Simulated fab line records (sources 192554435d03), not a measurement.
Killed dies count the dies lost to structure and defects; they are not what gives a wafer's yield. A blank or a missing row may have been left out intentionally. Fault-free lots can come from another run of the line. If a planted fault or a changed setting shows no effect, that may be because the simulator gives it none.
Matching of chambers || flow n5-finfet || rie-diel-04 running N5_DUMMY_GATE_ETCH_36: 4 sister chambers
The step etches SiARC in CF4, target depth 13 nm. 8 wafers are shown with their chamber, then 9 later ones without.

WAFERS, EACH WITH ITS CHAMBER
{"wafer": "L270.2", "chamber": 0, "showerhead-plenum-p-Torr (Torr)": 2.03, "drypump-motor-current-A (A)": 5.3}
{"wafer": "L270.4", "chamber": 2, "showerhead-plenum-p-Torr (Torr)": 2.09, "drypump-motor-current-A (A)": 6.2}
{"wafer": "L273.1", "chamber": 3, "showerhead-plenum-p-Torr (Torr)": 2.19, "drypump-motor-current-A (A)": 5.9}
{"wafer": "L273.3", "chamber": 1, "showerhead-plenum-p-Torr (Torr)": 2.24, "drypump-motor-current-A (A)": 5.9}
{"wafer": "L273.4", "chamber": 0, "showerhead-plenum-p-Torr (Torr)": 2.03, "drypump-motor-current-A (A)": 5.4}
{"wafer": "L278.1", "chamber": 2, "showerhead-plenum-p-Torr (Torr)": 2.08, "drypump-motor-current-A (A)": 6.2}
{"wafer": "L278.2", "chamber": 1, "showerhead-plenum-p-Torr (Torr)": 2.24, "drypump-motor-current-A (A)": 5.9}
{"wafer": "L278.5", "chamber": 3, "showerhead-plenum-p-Torr (Torr)": 2.19, "drypump-motor-current-A (A)": 5.9}

WAFERS MISSING THEIR CHAMBER
{"wafer": "L283.1", "showerhead-plenum-p-Torr (Torr)": 2.23, "drypump-motor-current-A (A)": 5.9}
{"wafer": "L283.5", "showerhead-plenum-p-Torr (Torr)": 2.23, "drypump-motor-current-A (A)": 5.9}
{"wafer": "L283.6", "showerhead-plenum-p-Torr (Torr)": 2.08, "drypump-motor-current-A (A)": 6.2}
{"wafer": "L284.2", "showerhead-plenum-p-Torr (Torr)": 2.18, "drypump-motor-current-A (A)": 5.9}
{"wafer": "L284.4", "showerhead-plenum-p-Torr (Torr)": 2.08, "drypump-motor-current-A (A)": 6.2}
{"wafer": "L284.6", "showerhead-plenum-p-Torr (Torr)": 2.08, "drypump-motor-current-A (A)": 6.2}
{"wafer": "L286.2", "showerhead-plenum-p-Torr (Torr)": 2.27, "drypump-motor-current-A (A)": 5.4}
{"wafer": "L286.5", "showerhead-plenum-p-Torr (Torr)": 2.27, "drypump-motor-current-A (A)": 5.3}
{"wafer": "L286.6", "showerhead-plenum-p-Torr (Torr)": 2.23, "drypump-motor-current-A (A)": 5.9}

EACH ONE'S CHAMBER
{"wafer": "L283.1", "from the rows above": 1, "in truth": 1}
{"wafer": "L283.5", "from the rows above": 1, "in truth": 1}
{"wafer": "L283.6", "from the rows above": 2, "in truth": 2}
{"wafer": "L284.2", "from the rows above": 3, "in truth": 3}
{"wafer": "L284.4", "from the rows above": 2, "in truth": 2}
{"wafer": "L284.6", "from the rows above": 2, "in truth": 2}
{"wafer": "L286.2", "from the rows above": 1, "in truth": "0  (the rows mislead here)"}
{"wafer": "L286.5", "from the rows above": 1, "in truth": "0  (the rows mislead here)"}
{"wafer": "L286.6", "from the rows above": 1, "in truth": 1}
Placed correctly: 7 of 9. Left unplaced by these rows: 0. Number placed wrongly: 2.
How it was worked out, from the rows above alone: a wafer's distance from a chamber is the root of the sum, over the readings, of the square of ((its reading less the chamber's mean) divided by the reading's scatter). The wafer belongs to the nearest chamber; if the next one is less than 2 further off, it can't be placed. For every chamber, the mean is computed from those of its wafers that are shown. The scatter: take each reading less its chamber's mean, square it, sum over the shown wafers, divide by the number of wafers less the number of chambers, and take the root.
